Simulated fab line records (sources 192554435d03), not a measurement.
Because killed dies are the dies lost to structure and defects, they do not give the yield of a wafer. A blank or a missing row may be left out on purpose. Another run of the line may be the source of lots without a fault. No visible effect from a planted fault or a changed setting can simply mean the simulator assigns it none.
Matching of chambers | flow n5Finfet | uvCure-01 running N5_BEOL_M8_CURE_75: 3 sister chambers
The step cures SiCOH lowk, time 120 s. 6 wafers are shown with their chamber, then 8 later ones without.

## WAFERS PAIRED WITH THEIR CHAMBERS
wafer  | chamber | wafer_temp_C_max | lampPowerPct (%)
L078.4 | 1       | 371.5            | 52.33
L078.5 | 1       | 371.5            | 52.28
L081.5 | 2       | 372.3            | 52.29
L086.4 | 0       | 371.0            | 52.34
L086.5 | 0       | 371.4            | 52.32
L088.1 | 2       | 372.2            | 52.43

## WAFERS WITH NO CHAMBER GIVEN
wafer  | wafer_temp_C_max | lampPowerPct (%)
L088.2 | 371.8            | 52.40
L088.5 | 372.0            | 52.24
L092.2 | 371.2            | 52.27
L092.5 | 372.2            | 52.25
L092.6 | 371.2            | 52.39
L091.3 | 371.8            | 52.32
L091.5 | 371.7            | 52.42
L091.6 | 371.3            | 52.34

## THE CHAMBER EACH PASSED THROUGH
wafer  | from the rows above          | in truth
L088.2 | can't be placed: 1 or 2 or 0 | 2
L088.5 | can't be placed: 2 or 1      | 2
L092.2 | can't be placed: 0 or 1      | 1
L092.5 | 2                            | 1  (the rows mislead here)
L092.6 | can't be placed: 0 or 1      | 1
L091.3 | can't be placed: 1 or 2 or 0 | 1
L091.5 | can't be placed: 1 or 0 or 2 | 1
L091.6 | can't be placed: 0 or 1      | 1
Correct placement for 0 of the 8. Can't be placed from these rows: 7 (the true chamber is among the candidates in 7). Wrongly placed: 1.
How it was worked out, from the rows above alone: a wafer's distance from a chamber is the root of the sum, over the readings, of the square of ((its reading less the chamber's mean) divided by the reading's scatter). The wafer belongs to the nearest chamber; if the next one is less than 2 further off, it can't be placed. The mean given for a chamber averages the wafers shown for that chamber. How the scatter is found: for the shown wafers, subtract from each reading the mean of its chamber, square and add these, divide the total by (wafers less chambers), then take the root.
